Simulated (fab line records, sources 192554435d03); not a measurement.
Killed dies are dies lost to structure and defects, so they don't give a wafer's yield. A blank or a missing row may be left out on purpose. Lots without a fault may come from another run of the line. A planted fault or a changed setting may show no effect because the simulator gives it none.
Which tool did it? | flow n5_finfet | 15 lots, 43 wafers sampled, at 5 steps of a route of 1938

WHAT THE GAUGES READ, wafer by wafer
N5_BEOL_M4_RC_MEAS_101.
lot  | measured     | on        | DIBL_N (mV/V)  | DIBL_P (mV/V)  | IOFF_N (nA/um)    | IOFF_P (nA/um) | ION_N (uA/um) | ION_P (uA/um) | SS_N (mV/dec)  | SS_P (mV/dec)  | VT_N (mV)   | VT_P (mV)
L785 | day 7 14:54  | prober-01 | 37.0 35.4 37.2 | 37.6 34.6 38.3 | 0.149 0.118 0.144 | 0.21 0.17 0.22 | 664 654 664   | 462 457 461   | 71.6 71.8 71.6 | 73.3 72.9 73.2 | 249 255 252 | -251 -254 -251
L786 | day 8 06:20  | prober-01 | 36.9 36.2 36.3 | 35.9 35.2 34.8 | 0.156 0.148 0.152 | 0.20 0.19 0.18 | 667 675 658   | 456 457 453   | 71.5 71.4 71.5 | 72.8 73.0 72.6 | 250 251 253 | -250 -252 -252
L787 | day 8 08:42  | prober-02 | 33.6 35.6 36.6 | 32.4 35.8 36.9 | 0.118 0.147 0.173 | 0.18 0.22 0.24 | 668 680 691   | 461 471 471   | 71.4 72.0 72.1 | 72.6 73.4 73.4 | 257 251 248 | -248 -249 -249
L788 | day 8 09:32  | prober-01 | 37.8 35.9 36.7 | 37.3 34.2 36.4 | 0.161 0.137 0.148 | 0.24 0.19 0.22 | 666 672 654   | 464 462 454   | 71.8 72.3 71.5 | 73.8 72.5 73.3 | 249 250 253 | -246 -249 -247
L790 | day 9 02:39  | prober-01 | 34.6 37.2 35.8 | 34.2 38.0 36.5 | 0.129 0.189 0.154 | 0.18 0.25 0.22 | 665 684 676   | 463 471 469   | 71.2 72.2 71.4 | 72.7 74.2 73.1 | 252 248 248 | -254 -248 -250
L791 | day 9 07:42  | prober-02 | 38.1 36.5 37.6 | 37.4 35.2 35.9 | 0.169 0.151 0.170 | 0.23 0.20 0.20 | 670 679 669   | 461 469 458   | 72.0 71.3 71.9 | 73.6 73.0 73.2 | 250 249 247 | -250 -250 -251
L794 | day 10 04:53 | prober-02 | 37.8 36.9      | 37.7 36.1      | 0.172 0.151       | 0.25 0.23      | 677 676       | 474 466       | 71.8 71.4      | 73.7 73.1      | 247 249     | -246 -247
L795 | day 10 05:15 | prober-01 | 38.4 35.0 34.1 | 39.8 35.6 34.0 | 0.223 0.157 0.149 | 0.27 0.22 0.19 | 690 676 677   | 473 471 467   | 71.5 71.9 71.1 | 73.7 73.3 72.8 | 245 247 247 | -246 -249 -251
L796 | day 10 11:20 | prober-01 | 36.3 37.4      | 36.1 37.4      | 0.173 0.209       | 0.26 0.29      | 686 695       | 468 477       | 70.9 72.2      | 73.7 74.1      | 246 245     | -244 -241
L797 | day 11 05:29 | prober-01 | 33.0 36.2 33.8 | 32.4 35.5 33.0 | 0.104 0.145 0.109 | 0.15 0.18 0.15 | 660 664 668   | 446 456 453   | 70.9 71.4 71.1 | 72.5 73.0 72.2 | 255 252 256 | -254 -253 -254
L798 | day 11 08:40 | prober-01 | 36.7 34.2 36.9 | 38.0 34.1 37.7 | 0.168 0.113 0.155 | 0.23 0.17 0.22 | 687 656 670   | 464 460 470   | 71.7 70.8 71.5 | 73.1 73.2 74.0 | 249 256 250 | -249 -254 -250
L808 | day 14 09:27 | prober-01 | 36.2 36.6 34.8 | 36.8 36.4 36.0 | 0.181 0.180 0.168 | 0.23 0.23 0.23 | 684 680 686   | 469 468 473   | 71.1 70.9 71.5 | 73.3 72.5 73.6 | 247 246 244 | -247 -248 -247

WHICH TOOL RAN EACH LOT (tool, then ch and the chambers of the sampled wafers, then the start)
lot  | N5_GATE_CUT_ETCH_36                | N5_GATE_CUT_STRIP_42               | N5_GATE_CUT_CUT_ETCH_55           | N5_GATE_CUT_CMP_23
L785 | rie_diel-03 ch 0,3, day 4 17:36    | rie_diel-03 ch 0,3, day 4 17:47    | rie_metal-02 ch 0,1, day 4 18:04  | cmp-03 ch 1,2, day 4 19:55
L786 | rie_diel-03 ch 0,1,2, day 4 21:48  | rie_diel-03 ch 0,1,2, day 4 21:59  | rie_metal-03 ch 0,1, day 4 22:16  | cmp-03 ch 0,1,2, day 5 00:09
L787 | rie_diel-05 ch 0,2,3, day 5 02:52  | rie_diel-05 ch 0,2,3, day 5 03:03  | rie_metal-03 ch 0,1, day 5 03:20  | cmp-02 ch 1,2,3, day 5 05:08
L788 | rie_diel-04 ch 1,3, day 5 07:23    | rie_diel-04 ch 1,3, day 5 07:35    | rie_metal-01 ch 0,1, day 5 07:51  | cmp-01 ch 1,2,3, day 5 09:45
L790 | rie_diel-04 ch 0,2, day 5 17:26    | rie_diel-04 ch 0,2, day 5 17:37    | rie_metal-02 ch 0,1, day 5 17:53  | cmp-02 ch 0,2, day 5 20:44
L791 | rie_diel-05 ch 0,3, day 6 04:28    | rie_diel-05 ch 0,3, day 6 04:39    | rie_metal-02 ch 0,1, day 6 04:55  | cmp-01 ch 0,1,2, day 6 07:05
L794 | rie_diel-03 ch 1,3, day 7 02:27    | rie_diel-03 ch 1,3, day 7 02:38    | rie_metal-03 ch 0,1, day 7 02:55  | cmp-01 ch 1,3, day 7 04:53
L795 | rie_diel-05 ch 0,2,3, day 7 06:10  | rie_diel-05 ch 0,2,3, day 7 06:21  | rie_metal-01 ch 0,1, day 7 06:37  | cmp-02 ch 1,2,3, day 7 08:28
L796 | rie_diel-05 ch 0,3, day 7 12:44    | rie_diel-05 ch 0,3, day 7 12:56    | rie_metal-02 ch 0,1, day 7 13:12  | cmp-02 ch 1,2, day 7 15:11
L797 | rie_diel-03 ch 0,1,3, day 7 18:40  | rie_diel-03 ch 0,1,3, day 7 18:52  | rie_metal-02 ch 0,1, day 7 19:08  | cmp-03 ch 0,1,2, day 7 21:21
L798 | rie_diel-04 ch 1,2, day 7 19:50    | rie_diel-04 ch 1,2, day 7 20:01    | rie_metal-02 ch 0,1, day 7 20:18  | cmp-02 ch 0,2,3, day 7 22:11
L803 | rie_diel-05 ch 0,1,2, day 9 03:02  | rie_diel-05 ch 0,1,2, day 9 03:13  | rie_metal-03 ch 1, day 9 03:29    | cmp-03 ch 1,3, day 9 05:21
L804 | rie_diel-03 ch 1,2, day 9 10:53    | rie_diel-03 ch 1,2, day 9 11:05    | rie_metal-03 ch 0,1, day 9 11:21  | cmp-01 ch 0,1,3, day 9 13:12
L805 | rie_diel-03 ch 2,3, day 9 11:16    | rie_diel-03 ch 2,3, day 9 11:28    | rie_metal-01 ch 0,1, day 9 11:44  | cmp-02 ch 1,2, day 9 13:33
L808 | rie_diel-05 ch 0,2,3, day 10 06:13 | rie_diel-05 ch 0,2,3, day 10 06:24 | rie_metal-03 ch 0,1, day 10 06:40 | cmp-02 ch 0,3, day 10 08:29
- N5_GATE_CUT_ETCH_36: etches SiARC in CF4, target depth 13 nm, time 21.7 s.
- N5_GATE_CUT_STRIP_42: strips in O2.
- N5_GATE_CUT_CUT_ETCH_55: etches HfO2 in BCl3, target depth 3.2 nm.
- N5_GATE_CUT_CMP_23: polishes, stops on SiO2, t overpolish 23.4 s, target thk 16 nm.

WHAT THE TOOLS THEMSELVES READ (means of the sampled wafers that have a number; where no wafer has one, the mark that the record gives instead)
N5_GATE_CUT_ETCH_36.
lot  | tool        | drypump_motor_current_A (A) | etch_rf_on_time_s (s) | oes_product_au (a.u.) | rf_vpp_V (V) | showerhead_plenum_p_Torr (Torr) | throttle_valve_pct (%)
L785 | rie_diel-03 | 5.5                         | 21.5                  | 0.60                  | 183.4        | 2.12                            | 15.88
L786 | rie_diel-03 | 5.7                         | 21.5                  | 0.69                  | 184.9        | 2.20                            | 15.63
L787 | rie_diel-05 | 5.4                         | 21.5                  | 0.66                  | 183.7        | 2.16                            | 15.26
L788 | rie_diel-04 | 5.7                         | 21.4                  | 0.67                  | 183.5        | 2.07                            | 15.59
L790 | rie_diel-04 | 5.9                         | 20.7                  | 0.63                  | 183.2        | 2.09                            | 15.74
L791 | rie_diel-05 | 5.2                         | 21.6                  | 0.66                  | 184.9        | 2.13                            | 15.25
L794 | rie_diel-03 | 5.2                         | 21.5                  | 0.68                  | 183.6        | 2.18                            | 15.83
L795 | rie_diel-05 | 5.4                         | 21.6                  | 0.64                  | 184.2        | 2.16                            | 15.29
L796 | rie_diel-05 | 5.2                         | 21.5                  | 0.68                  | 184.2        | 2.14                            | 15.22
L797 | rie_diel-03 | 5.3                         | 21.5                  | 0.65                  | 184.1        | 2.16                            | 15.83
L798 | rie_diel-04 | 5.4                         | 21.3                  | 0.62                  | 183.2        | 2.08                            | 15.71
L803 | rie_diel-05 | 5.7                         | 22.2                  | 0.63                  | 184.3        | 2.13                            | 15.39
L804 | rie_diel-03 | 5.5                         | 21.4                  | 0.71                  | 185.5        | 2.23                            | 15.65
L805 | rie_diel-03 | 6.2                         | 21.5                  | 0.70                  | 184.5        | 2.17                            | 15.49
L808 | rie_diel-05 | 5.4                         | 21.3                  | 0.71                  | 184.4        | 2.15                            | 15.17

N5_GATE_CUT_STRIP_42.
lot  | tool        | drypump_motor_current_A (A) | oes_product_au (a.u.) | rf_vpp_V (V) | showerhead_plenum_p_Torr (Torr) | throttle_valve_pct (%)
L785 | rie_diel-03 | 5.5                         | 0.70                  | 3.7          | 2.08                            | 16.96
L786 | rie_diel-03 | 5.7                         | 0.81                  | 3.8          | 2.17                            | 16.76
L787 | rie_diel-05 | 5.4                         | 0.78                  | 3.5          | 2.12                            | 16.27
L788 | rie_diel-04 | 5.7                         | 0.78                  | 3.7          | 2.03                            | 16.66
L790 | rie_diel-04 | 5.9                         | 0.71                  | 3.8          | 2.06                            | 16.82
L791 | rie_diel-05 | 5.2                         | 0.77                  | 3.5          | 2.08                            | 16.25
L794 | rie_diel-03 | 5.2                         | 0.79                  | 3.8          | 2.15                            | 16.91
L795 | rie_diel-05 | 5.4                         | 0.75                  | 3.5          | 2.11                            | 16.29
L796 | rie_diel-05 | 5.2                         | 0.80                  | 4.2          | 2.08                            | 16.23
L797 | rie_diel-03 | 5.3                         | 0.75                  | 3.9          | 2.12                            | 16.92
L798 | rie_diel-04 | 5.4                         | 0.72                  | 3.7          | 2.03                            | 16.79
L803 | rie_diel-05 | 5.7                         | 0.75                  | 3.6          | 2.08                            | 16.42
L804 | rie_diel-03 | 5.5                         | 0.82                  | 3.5          | 2.20                            | 16.77
L805 | rie_diel-03 | 6.2                         | 0.82                  | 3.7          | 2.15                            | 16.66
L808 | rie_diel-05 | 5.4                         | 0.83                  | 3.2          | 2.10                            | 16.17

N5_GATE_CUT_CUT_ETCH_55.
lot  | tool         | drypump_motor_current_A (A) | oes_product_au (a.u.) | throttle_valve_pct (%)
L785 | rie_metal-02 | 5.72                        | 0.75                  | 33.9
L786 | rie_metal-03 | 5.57                        | 0.63                  | 33.1
L787 | rie_metal-03 | 5.54                        | 0.63                  | 33.3
L788 | rie_metal-01 | 5.44                        | 0.79                  | 32.7
L790 | rie_metal-02 | 5.78                        | 0.85                  | 33.9
L791 | rie_metal-02 | 5.78                        | 0.83                  | 33.9
L794 | rie_metal-03 | 5.55                        | 0.63                  | 33.2
L795 | rie_metal-01 | 5.44                        | 0.78                  | 32.7
L796 | rie_metal-02 | 5.76                        | 0.77                  | 33.9
L797 | rie_metal-02 | 5.81                        | 0.81                  | 33.9
L798 | rie_metal-02 | 5.77                        | 0.81                  | 33.9
L803 | rie_metal-03 | 5.59                        | 0.62                  | 32.8
L804 | rie_metal-03 | 5.53                        | 0.62                  | 33.3
L805 | rie_metal-01 | 5.56                        | 0.73                  | 32.7
L808 | rie_metal-03 | 5.57                        | 0.62                  | 33.1

N5_GATE_CUT_CMP_23.
lot  | tool   | edge_zone_pressure_frac | head_pressure_psi (psi) | motor_current_A (A) | overpolish_run_s (s) | pad_life_wafers | retaining_ring_pressure_frac | slurry_flow_ml_min | time_to_endpoint_s (s)
L785 | cmp-03 | 1.000                   | 2.496                   | 8.2                 | 23.400               | 1506            | 0.999                        | 150.2              | 19.7
L786 | cmp-03 | 0.992                   | 2.501                   | 8.7                 | 23.410               | 1543            | 1.004                        | 150.0              | 19.2
L787 | cmp-02 | 0.998                   | 2.506                   | 8.7                 | 23.401               | 350             | 1.004                        | 150.1              | 18.2
L788 | cmp-01 | 0.999                   | 2.504                   | 9.8                 | 23.402               | 1412            | 1.001                        | 150.4              | 19.7
L790 | cmp-02 | 0.996                   | 2.501                   | 9.2                 | 23.398               | 481             | 1.001                        | 149.8              | 21.0
L791 | cmp-01 | 1.000                   | 2.502                   | 10.2                | 23.402               | 1604            | 1.002                        | 150.2              | 18.1
L794 | cmp-01 | 0.998                   | 2.504                   | 8.4                 | 23.391               | 1851            | 0.998                        | 150.1              | 19.8
L795 | cmp-02 | 1.000                   | 2.499                   | 8.6                 | 23.399               | 848             | 1.001                        | 150.1              | 14.3
L796 | cmp-02 | 0.998                   | 2.504                   | 9.1                 | 23.399               | -               | 1.003                        | 150.2              | 13.6
L797 | cmp-03 | 1.000                   | 2.499                   | 8.7                 | 23.391               | 2053            | 0.997                        | 150.4              | 19.6
L798 | cmp-02 | 0.997                   | 2.505                   | 8.9                 | 23.404               | 968             | 1.003                        | 150.0              | 17.1
L803 | cmp-03 | -                       | -                       | -                   | -                    | -               | -                            | -                  | -
L804 | cmp-01 | -                       | -                       | -                   | -                    | -               | -                            | -                  | -
L805 | cmp-02 | -                       | -                       | -                   | -                    | -               | -                            | -                  | -
L808 | cmp-02 | 1.000                   | 2.503                   | 8.6                 | 23.397               | 1472            | 1.003                        | 149.8              | 16.3

THE ANSWER, worked out from the rows above alone
Rule: what is usual is taken from the lots themselves. Put in order of their means at a reading, lots are off if they are a third of the lots or fewer, leave a main group of 4 or more, and stand apart from it by a gap of 3 or more times the standard deviation of the main group's means; of several such gaps the widest counts. A main group whose means are all the same, to the digits that the tables above print for the reading, isn't used. A lot without any number at a reading at which 4 lots or more have one is off too. The other lots that the step has rows for count as sound. The gauges are gone through in route order, then the tools' own readings, and for those a lot's mean is taken as printed above. The first step at which some lot is off is used, and at that step the reading that is off furthest; a lot without a number counts as furthest.
Off: L803, L804, L805, at N5_GATE_CUT_CMP_23 (edge_zone_pressure_frac). Without a number there: L803, L804, L805. The main group: mean 0.998, standard deviation 0.0023.
A tool fits if, at that step or a process step before it, it ran every lot that is off, and no sound lot after the first of them. None of those tried fits.

WHAT THE SIMULATOR HAD PUT IN
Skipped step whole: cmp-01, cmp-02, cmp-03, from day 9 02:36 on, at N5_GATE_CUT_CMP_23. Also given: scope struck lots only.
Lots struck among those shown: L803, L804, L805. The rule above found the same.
